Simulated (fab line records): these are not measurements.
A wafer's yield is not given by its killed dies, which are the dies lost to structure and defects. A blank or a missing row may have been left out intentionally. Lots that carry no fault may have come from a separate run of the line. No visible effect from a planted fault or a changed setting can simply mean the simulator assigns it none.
fab line records | flow n5-finfet | part 1 of 2: steps 1 to 4 of 6
record lots=24 wafers=72 last-day=18
route steps=1938 shown BEOL_M0@736 BEOL_M1@765
lots untouched by any fault: they come from a run of this same line in which no faults occurred
start-h: the number of hours between the record's first day and the start of the first shown wafer of the lot | wait-h: how many hours have passed since the lot's step before this one | " the same as in the row above | L1.1+2: a single row standing in for several wafers | - value missing, or start not given | * or withheld: withheld | < > ~ a bound
route shown NAME@n: NAME is a module with steps in the file, n the number in the route of the first one | usual: average and standard deviation across the fault-free wafers | same: alike in all rows | chamber/n: place in a boat | sites: readings site by site | _std_site: the values' standard deviation | _edge_site: the outer-site mean with the inner-site mean subtracted | radius-mm: for every site, how far away it sits from the centre of the wafer | mask NAME#n: copy n | behind: tool/chamber where the wafer was last shaped | hold: the reason the lot was held/the length of the hold in hours/how it ended | device: the n, p or np transistor that did not switch | end of line: the same wafers' tests at the end of the route | a step without rows: its recipe alone | killed: not the wafer's yield, but the dies lost to structure and defects at the first sort | map: a wafer's dies, x killed, . not, _ none there
set.NAME: the setting as run; set.NAME@STEP: as run at that earlier step | model.NAME: the simulator's own value behind a step, which no gauge read
a sample of lots followed through the steps of the route, with each step as a table and each wafer as a row
services: when a tool's chamber went out of use (start-h, in hours from the record's first day, below 0 if earlier), for how many hours, and the reason
## steps
# step N5_BEOL_M0_SPUTTER_132
# recipe material=Cu target-thk-a=40 temp-c=-20 chamber-pressure-pa=0.07 power-w=withheld time-s=7.37
# usual chamber-pressure-pa=0.06999/0.00013 chuck-gas-flow-sccm=1.26/0.049 substrate-temp-c=-20.00/0.095 throttle-valve-pct=29.9/1.3
# columns lot.wafer tool chamber start-h wait-h chamber-pressure-pa chuck-gas-flow-sccm substrate-temp-c throttle-valve-pct
L074.1 pvd-sputter-01 - 119.89 0.0 0.06992 1.30 -20.00 29.3
L074.3 " - " " 0.07007 1.29 -20.06 29.8
L074.6 " - " " 0.07012 1.25 -19.99 30.4
L075.1 pvd-sputter-01 - 133.74 0.0 0.06998 1.27 -19.97 29.6
L075.4 " - " " 0.0702 1.25 -19.91 30.5
L075.5 " - " " 0.06977 1.21 -20.14 29.0
L076.2 pvd-sputter-03 - 146.67 0.0 0.07032 1.30 -20.00 31.6
L076.3 " - " " 0.0698 1.21 -20.06 31.0
L076.6 " - " " 0.06978 1.30 -19.90 27.8
L077.1 pvd-sputter-03 - 147.11 0.0 0.07011 1.29 -19.95 28.8
L077.2 " - " " 0.06985 1.14 -19.89 31.2
L077.4 " - " " 0.06993 1.26 -20.01 27.9
L078.1 pvd-sputter-01 - 152.16 0.0 0.07001 1.24 -19.88 30.5
L078.2 " - " " 0.06991 1.31 -20.07 29.2
L078.6 " - " " 0.06972 1.27 -19.87 30.5
L079.1 pvd-sputter-01 - 157.42 0.0 0.0698 1.25 -19.91 29.1
L079.3 " - " " 0.06988 1.26 -20.01 29.7
L079.5 " - " " 0.06994 1.25 -19.90 29.7
L080.2 pvd-sputter-03 - 159.87 0.0 0.06996 1.25 -19.84 31.0
L080.3 " - " " 0.06993 1.29 -20.13 27.6
L080.4 " - " " 0.07009 1.26 -19.94 28.5
L081.1 pvd-sputter-02 - 161.71 0.0 0.07014 1.26 -20.06 28.5
L081.3 " - " " 0.06997 1.26 -19.80 30.9
L081.6 " - " " 0.06999 1.29 -20.01 28.5
L082.2 pvd-sputter-01 - 163.96 0.0 0.06986 1.23 -20.10 30.1
L082.3 " - " " 0.07008 1.17 -19.90 29.9
L082.6 " - " " 0.07009 1.25 -20.02 30.1
L083.3 pvd-sputter-02 - 175.00 0.0 0.06997 1.21 -20.01 32.6
L083.4 " - " " 0.0699 1.26 -19.86 31.1
L083.5 " - " " 0.06992 1.10 -20.03 28.7
L084.1 pvd-sputter-01 - 181.09 0.0 0.07009 1.29 -19.91 29.8
L084.2 " - " " 0.07004 1.24 -19.95 29.3
L084.5 " - " " 0.06976 1.22 -20.05 29.9
L085.2 pvd-sputter-03 - 188.87 0.0 0.06996 1.31 -20.14 31.7
L085.5 " - " " 0.07013 1.26 -19.92 31.0
L085.6 " - " " 0.06988 1.26 -19.92 31.6
L086.1 pvd-sputter-01 - 191.54 0.0 0.06994 1.27 -20.01 29.8
L086.2 " - " " 0.06995 1.26 -19.91 30.0
L086.5 " - " " 0.0702 1.30 -19.94 29.5
L087.2 pvd-sputter-03 - 195.51 0.0 0.0699 1.34 -20.06 31.0
L087.4 " - " " 0.07021 1.29 -20.15 28.6
L087.6 " - " " 0.06991 1.29 -20.03 31.7
L088.1 pvd-sputter-02 - 201.23 0.0 0.07003 1.28 -19.92 31.1
L088.5 " - " " 0.07014 1.21 -20.10 29.2
L088.6 " - " " 0.06986 1.20 -19.96 30.8
L089.2 pvd-sputter-02 - 211.80 0.0 0.07004 1.27 -20.01 30.7
L089.4 " - " " 0.07007 1.20 -20.06 32.7
L089.6 " - " " 0.07016 1.28 -19.99 28.4
L090.1 pvd-sputter-01 - 221.71 0.0 0.07006 1.25 -20.05 30.4
L090.2 " - " " 0.06969 1.27 -19.90 29.2
L090.6 " - " " 0.07018 1.30 -19.79 29.8
L091.4 pvd-sputter-03 - 224.09 0.0 0.07002 1.25 -20.06 27.8
L091.5 " - " " 0.07018 1.32 -19.90 27.8
L091.6 " - " " 0.07016 1.36 -20.05 28.2
L092.1 pvd-sputter-02 - 226.16 0.0 0.06984 1.23 -20.17 32.3
L092.2 " - " " 0.06982 1.25 -20.02 29.0
L092.4 " - " " 0.07008 1.28 -20.02 28.7
L093.1 pvd-sputter-02 - 234.73 0.0 0.07006 1.23 -20.09 29.1
L093.3 " - " " 0.07005 1.27 -20.20 28.4
L093.4 " - " " 0.06987 1.21 -20.05 30.8
L095.2 pvd-sputter-01 - 248.25 0.0 0.07016 1.31 -19.98 29.7
L095.4 " - " " 0.07 1.33 -20.03 30.0
L095.5 " - " " 0.07016 1.28 -19.87 29.7
L096.1 pvd-sputter-03 - 250.42 0.0 0.06991 1.25 -20.00 31.2
L096.4 " - " " 0.06987 1.30 -20.08 27.7
L096.5 " - " " 0.06984 1.32 -19.90 31.5
L094.1 pvd-sputter-01 - 250.83 0.0 0.06988 1.32 -20.06 29.8
L094.3 " - " " 0.06989 1.29 -20.08 29.1
L094.6 " - " " 0.07015 1.22 -19.90 29.8
L097.1 pvd-sputter-03 - 255.16 0.0 0.07008 1.33 -19.94 27.9
L097.4 " - " " 0.07009 1.21 -19.98 31.1
L097.6 " - " " 0.06996 1.22 -20.01 30.7
# step N5_BEOL_M0_ANNEAL_119
# recipe temp-c=225 time-s=90 ambient=N2
# usual wafer_temp_C_max=225.9/0.4
# columns lot.wafer tool chamber start-h wait-h wafer_temp_C_max
L074.1 rtp-anneal-01 0 120.93 0.7 226.4
L074.3 " 0 " " 225.8
L074.6 " 0 " " 226.4
L075.1 rtp-anneal-02 0 134.33 0.2 225.5
L075.4 " 0 " " 225.6
L075.5 " 0 " " 225.6
L076.2 rtp-anneal-02 0 147.77 0.7 225.6
L076.3 " 0 " " 225.5
L076.6 " 0 " " 225.7
L077.1 rtp-anneal-01 0 148.10 0.6 226.2
L077.2 " 0 " " 226.4
L077.4 " 0 " " 226.1
L078.1 rtp-anneal-02 0 152.61 0.1 225.5
L078.2 " 0 " " 225.6
L078.6 " 0 " " 225.7
L079.1 rtp-anneal-01 0 157.85 0.1 226.2
L079.3 " 0 " " 226.3
L079.5 " 0 " " 226.7
L080.2 rtp-anneal-01 0 160.35 0.1 226.2
L080.3 " 0 " " 226.2
L080.4 " 0 " " 226.2
L081.1 rtp-anneal-02 0 162.14 0.1 225.7
L081.3 " 0 " " 225.7
L081.6 " 0 " " 225.9
L082.2 rtp-anneal-01 0 164.55 0.2 226.7
L082.3 " 0 " " 226.4
L082.6 " 0 " " 226.3
L083.3 rtp-anneal-02 0 175.52 0.1 226.0
L083.4 " 0 " " 225.8
L083.5 " 0 " " 225.5
L084.1 rtp-anneal-01 0 181.52 0.1 226.3
L084.2 " 0 " " 226.0
L084.5 " 0 " " 226.5
L085.2 rtp-anneal-02 0 189.35 0.1 225.7
L085.5 " 0 " " 225.7
L085.6 " 0 " " 225.8
L086.1 rtp-anneal-01 0 191.98 0.1 226.1
L086.2 " 0 " " 226.2
L086.5 " 0 " " 226.4
L087.2 rtp-anneal-02 0 196.06 0.2 225.6
L087.4 " 0 " " 225.9
L087.6 " 0 " " 225.2
L088.1 rtp-anneal-02 0 202.22 0.6 225.9
L088.5 " 0 " " 225.6
L088.6 " 0 " " 225.7
L089.2 rtp-anneal-02 0 212.28 0.1 225.6
L089.4 " 0 " " 225.7
L089.6 " 0 " " 225.9
L090.1 rtp-anneal-02 0 222.16 0.1 225.6
L090.2 " 0 " " 225.8
L090.6 " 0 " " 225.8
L091.4 rtp-anneal-01 0 224.66 0.2 226.7
L091.5 " 0 " " 226.0
L091.6 " 0 " " 226.6
L092.1 rtp-anneal-02 0 227.16 0.6 225.6
L092.2 " 0 " " 225.7
L092.4 " 0 " " 225.7
L093.1 rtp-anneal-02 0 235.17 0.1 225.8
L093.3 " 0 " " 225.8
L093.4 " 0 " " 225.7
L095.2 rtp-anneal-02 0 248.73 0.1 225.7
L095.4 " 0 " " 225.6
L095.5 " 0 " " 225.7
L096.1 rtp-anneal-02 0 251.03 0.2 225.7
L096.4 " 0 " " 225.7
L096.5 " 0 " " 225.5
L094.1 rtp-anneal-01 0 251.26 0.1 226.1
L094.3 " 0 " " 226.5
L094.6 " 0 " " 226.5
L097.1 rtp-anneal-02 0 255.59 0.1 226.2
L097.4 " 0 " " 225.7
L097.6 " 0 " " 226.0
# step N5_BEOL_M1_OVL_MEAS_12
# recipe points-per-wafer=522
# usual M1_OVL=0.0/0.66
# columns lot.wafer tool chamber start-h wait-h M1_OVL[nm]
L074.1 overlay-02 0 125.05 0.0 0.4
L074.3 " 0 " " 0.7
L074.6 " 0 " " 0.2
L075.1 overlay-01 0 137.86 0.0 0.1
L075.4 " 0 " " -0.8
L075.5 " 0 " " 0.9
L076.2 overlay-01 0 149.60 0.0 -0.5
L076.3 " 0 " " -0.1
L076.6 " 0 " " -0.2
L077.1 overlay-01 0 151.97 0.0 -0.1
L077.2 " 0 " " 1.1
L077.4 " 0 " " 0.5
L078.1 overlay-01 0 154.57 0.0 -0.3
L078.2 " 0 " " -0.3
L078.6 " 0 " " 0.1
L079.1 overlay-01 0 159.48 0.0 -0.6
L079.3 " 0 " " -0.6
L079.5 " 0 " " -1.2
L080.2 overlay-01 0 162.05 0.0 0.4
L080.3 " 0 " " 0.1
L080.4 " 0 " " 0.1
L081.1 overlay-01 0 164.25 0.0 0.1
L081.3 " 0 " " 0.3
L081.6 " 0 " " 0.8
L082.2 overlay-01 0 169.16 0.0 -0.5
L082.3 " 0 " " -0.1
L082.6 " 0 " " -0.2
L083.3 overlay-01 0 176.97 0.0 1.1
L083.4 " 0 " " 0.8
L083.5 " 0 " " 1.4
L084.1 overlay-02 0 184.17 0.0 -0.8
L084.2 " 0 " " -0.3
L084.5 " 0 " " -0.4
L085.2 overlay-01 0 192.74 0.0 0.1
L085.5 " 0 " " 1.7
L085.6 " 0 " " 2.1
L086.1 overlay-01 0 194.09 0.0 -0.6
L086.2 " 0 " " 0.0
L086.5 " 0 " " -0.1
L087.2 overlay-01 0 199.55 0.0 -0.2
L087.4 " 0 " " 1.2
L087.6 " 0 " " -0.5
L088.1 overlay-02 0 205.35 0.0 0.1
L088.5 " 0 " " 0.6
L088.6 " 0 " " 0.5
L089.2 overlay-01 0 214.63 0.0 0.1
L089.4 " 0 " " 0.0
L089.6 " 0 " " -0.3
L090.1 overlay-01 0 225.13 0.0 -0.3
L090.2 " 0 " " -0.4
L090.6 " 0 " " -0.1
L091.4 overlay-01 0 226.32 0.0 -0.4
L091.5 " 0 " " -0.9
L091.6 " 0 " " -1.1
L092.1 overlay-01 0 229.05 0.0 -0.1
L092.2 " 0 " " 0.0
L092.4 " 0 " " 0.4
L093.1 overlay-02 0 237.68 0.0 0.0
L093.3 " 0 " " -0.4
L093.4 " 0 " " 0.1
L095.2 overlay-01 0 250.66 0.0 0.3
L095.4 " 0 " " -0.7
L095.5 " 0 " " -0.3
L096.1 overlay-02 0 254.29 0.0 0.1
L096.4 " 0 " " -0.3
L096.5 " 0 " " -0.1
L094.1 overlay-02 0 254.47 0.0 0.2
L094.3 " 0 " " -0.1
L094.6 " 0 " " 1.1
L097.1 overlay-02 0 257.51 0.0 0.9
L097.4 " 0 " " 1.2
L097.6 " 0 " " 1.0
# step N5_BEOL_M1_ETCH_74
# recipe chemistry=N2/H2 target=underlayer target-depth-a=65 mask-material=CAR-EUV time-s=5.2 ion-energy-ev=200 pressure-mtorr=30 source-w=840 bias-w=150 n2-flow-sccm=200 h2-flow-sccm=200 ends=cleared
# usual drypump-motor-current-A=5.8/0.5 etch-rf-on-time-s=5.23/0.11 oes-product-au=0.68/0.065 rf-vpp-V=524.7/2.4 showerhead-plenum-p-Torr=2.57/0.086 throttle-valve-pct=17.79/0.23
# columns lot.wafer tool chamber start-h wait-h drypump-motor-current-A etch-rf-on-time-s oes-product-au rf-hours-counter-h rf-vpp-V showerhead-plenum-p-Torr throttle-valve-pct
L074.1 rie-diel-03 3 125.31 0.0 5.6 5.19 0.78 16 530.3 2.71 17.55
L074.3 " 2 " " 5.0 5.35 0.69 86 523.8 2.55 17.82
L074.6 " 1 " " 6.0 5.24 0.65 - 520.6 2.43 17.89
L075.1 rie-diel-03 0 138.21 0.0 5.9 5.32 0.66 147 525.0 2.55 17.87
L075.4 " 3 " " 5.6 5.19 0.78 18 529.3 2.71 17.49
L075.5 " 0 " " 5.9 5.36 0.65 - 524.9 2.55 17.87
L076.2 rie-diel-03 1 150.22 0.0 6.0 5.31 0.64 158 521.4 2.42 17.91
L076.3 " 3 " " 5.6 5.21 0.77 23 528.3 2.70 17.55
L076.6 " 0 " " 5.9 5.41 0.65 - 523.5 2.55 17.89
L077.1 rie-diel-03 0 152.10 0.0 6.0 5.29 0.65 152 522.8 2.55 17.90
L077.2 " 1 " " 6.0 5.26 0.64 158 522.4 2.42 17.92
L077.4 " 2 " " 5.0 5.31 0.68 93 523.0 2.55 17.84
L078.1 rie-diel-03 1 154.69 0.0 6.0 5.30 0.64 159 520.5 2.42 17.93
L078.2 " 0 " " 5.9 5.38 0.65 153 523.1 2.55 17.88
L078.6 " 3 " " 5.6 5.25 0.77 - 530.1 2.70 17.54
L079.1 rie-diel-03 0 159.61 0.0 5.9 5.40 0.64 154 524.9 2.55 17.90
L079.3 " 2 " " 5.0 5.41 0.68 96 526.1 2.55 17.83
L079.5 " 1 " " 6.0 5.32 0.64 - 521.4 2.42 17.91
L080.2 rie-diel-03 2 162.41 0.0 5.0 5.35 0.68 97 522.1 2.55 17.84
L080.3 " 0 " " 5.9 5.35 0.64 156 526.2 2.54 17.88
L080.4 " 1 " " 6.0 5.30 0.63 162 520.5 2.42 17.91
L081.1 rie-diel-04 3 164.38 0.0 5.7 5.12 0.61 246 526.0 2.63 17.77
L081.3 " 1 " " 6.3 5.35 0.62 184 525.9 2.64 17.57
L081.6 " 0 " " 5.6 5.31 0.60 - 526.2 2.51 18.06
L082.2 rie-diel-03 0 169.28 0.0 5.9 5.43 0.63 157 523.3 2.54 17.92
L082.3 " 2 " " 5.0 5.42 0.68 99 524.7 2.55 17.82
L082.6 " 0 " " 5.9 5.33 0.64 - 523.4 2.54 17.90
L083.3 rie-diel-02 1 177.22 0.0 5.4 5.02 0.73 61 525.9 2.58 17.50
L083.4 " 3 " " 6.6 5.07 0.79 28 527.9 2.71 17.73
L083.5 " 1 " " 5.4 5.06 0.72 - 523.5 2.58 17.53
L084.1 rie-diel-02 0 184.73 0.0 5.1 5.19 0.60 201 523.6 2.51 18.24
L084.2 " 3 " " 6.6 5.06 0.79 31 527.2 2.71 17.71
L084.5 " 2 " " 6.6 5.14 0.76 - 526.0 2.61 17.55
L085.2 rie-diel-02 0 192.86 0.0 5.1 5.16 0.60 203 523.2 2.51 18.20
L085.5 " 0 " " 5.1 5.12 0.59 - 522.2 2.51 18.19
L085.6 " 1 " " 5.4 5.05 0.72 - 525.5 2.58 17.49
L086.1 rie-diel-04 2 194.23 0.0 5.8 5.16 0.63 158 526.2 2.63 18.08
L086.2 " 0 " " 5.6 5.37 0.61 187 523.3 2.51 18.06
L086.5 " 2 " " 5.7 5.18 0.63 - 528.6 2.63 18.11
L087.2 rie-diel-03 2 199.67 0.0 5.0 5.37 0.67 109 523.1 2.54 17.86
L087.4 " 0 " " 5.9 5.39 0.63 169 523.2 2.54 17.90
L087.6 " 0 " " 5.9 5.34 0.63 - 522.9 2.54 17.93
L088.1 rie-diel-02 3 205.48 0.0 6.5 5.16 0.77 37 527.0 2.71 17.72
L088.5 " 2 " " 6.6 5.13 0.76 - 524.1 2.61 17.55
L088.6 " 1 " " 5.4 5.04 0.72 - 524.7 2.58 17.54
L089.2 rie-diel-02 0 214.75 0.0 5.1 5.15 0.59 211 522.9 2.51 18.23
L089.4 " 2 " " 6.6 5.15 0.76 34 523.7 2.61 17.57
L089.6 " 2 " " 6.6 5.17 0.75 - 526.6 2.61 17.57
L090.1 rie-diel-02 1 225.25 0.0 5.4 5.04 0.72 77 525.9 2.57 17.54
L090.2 " 2 " " 6.7 5.16 0.74 36 523.1 2.60 17.56
L090.6 " 2 " " 6.6 5.15 0.75 - 526.2 2.60 17.58
L091.4 rie-diel-03 2 226.55 0.0 5.0 5.34 0.67 116 523.8 2.54 17.84
L091.5 " 2 " " 5.0 5.31 0.67 - 524.3 2.54 17.86
L091.6 " 3 " " 5.6 5.18 0.73 - 527.7 2.69 17.58
L092.1 rie-diel-04 3 229.17 0.0 5.7 5.00 0.84 10 523.2 2.62 17.34
L092.2 " 2 " " 5.7 5.28 0.61 169 524.3 2.62 18.09
L092.4 " 1 " " 6.3 5.36 0.61 205 527.0 2.63 17.60
L093.1 rie-diel-04 2 238.42 0.0 5.7 5.20 0.60 171 526.3 2.62 18.09
L093.3 " 0 " " 5.6 5.30 0.61 200 522.1 2.50 18.11
L093.4 " 1 " " 6.3 5.31 0.62 208 524.7 2.63 17.58
L095.2 rie-diel-03 1 250.86 0.0 6.0 5.29 0.62 191 520.8 2.41 17.97
L095.4 " 3 " " 5.6 5.16 0.72 56 526.4 2.69 17.61
L095.5 " 0 " " 5.9 5.33 0.62 - 523.5 2.53 17.95
L096.1 rie-diel-03 1 254.72 0.0 5.9 5.29 0.61 191 522.1 2.41 17.97
L096.4 " 2 " " 5.0 5.27 0.66 124 523.6 2.54 17.88
L096.5 " 2 " " 5.0 5.32 0.66 - 522.3 2.54 17.88
L094.1 rie-diel-02 0 254.92 0.0 5.1 5.23 0.59 223 524.1 2.50 18.25
L094.3 " 1 " " 5.4 5.08 0.70 87 523.8 2.57 17.52
L094.6 " 0 " " 5.2 5.28 0.57 - 523.5 2.50 18.27
L097.1 rie-diel-02 0 257.64 0.0 5.1 5.20 0.59 224 522.3 2.50 18.24
L097.4 " 1 " " 5.4 5.04 0.70 88 524.0 2.57 17.54
L097.6 " 3 " " 6.6 5.09 0.76 - 526.1 2.70 17.77
